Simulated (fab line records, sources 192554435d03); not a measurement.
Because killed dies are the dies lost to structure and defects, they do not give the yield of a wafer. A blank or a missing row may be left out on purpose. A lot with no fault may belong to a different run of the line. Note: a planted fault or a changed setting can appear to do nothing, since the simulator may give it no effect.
Chamber matching | flow n5_finfet | 4 sister chambers for N5_FIN_SAQP_SPACER2_ETCHBACK_29 on rie_diel-06
The step etches SiO2 in CHF3/O2, target depth 12.2 nm, time 6.1 s. 4 wafers are shown with their chamber, then 12 later ones without.

== WAFERS PAIRED WITH THEIR CHAMBERS ==
wafer  | chamber | drypump_motor_current_A (A)
L085.2 | 2       | 5.5
L092.1 | 0       | 5.5
L092.2 | 3       | 5.3
L092.3 | 1       | 4.9

== WAFERS WITHOUT THEIR CHAMBER ==
wafer  | drypump_motor_current_A (A)
L093.1 | 5.6
L093.4 | 5.3
L093.5 | 4.9
L094.2 | 4.9
L094.4 | 5.5
L094.5 | 4.9
L095.2 | 5.3
L095.3 | 5.5
L095.4 | 5.5
L097.1 | 5.3
L097.5 | 5.3
L097.6 | 5.5

== WHICH CHAMBER EACH WENT THROUGH ==
wafer  | from the rows above     | in truth
L093.1 | can't be placed: 0 or 2 | 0
L093.4 | 3                       | 3
L093.5 | 1                       | 1
L094.2 | 1                       | 1
L094.4 | can't be placed: 0 or 2 | 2
L094.5 | 1                       | 1
L095.2 | 3                       | 3
L095.3 | can't be placed: 0 or 2 | 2
L095.4 | can't be placed: 0 or 2 | 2
L097.1 | 3                       | 3
L097.5 | 3                       | 3
L097.6 | can't be placed: 0 or 2 | 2
Correct placement for 7 of the 12. From these rows, 5 cannot be placed; in 5 the true chamber is one of the candidates. Placed wrongly: 0.
How it was worked out, from the rows above alone: a wafer's distance from a chamber is the root of the sum, over the readings, of the square of ((its reading less the chamber's mean) divided by the reading's scatter). The wafer belongs to the nearest chamber; if the next one is less than 2 further off, it can't be placed. For every chamber, the mean is computed from those of its wafers that are shown. The scatter: with one shown wafer a chamber, the root of the mean of the squares of how far each hidden wafer lies from its nearest shown one.
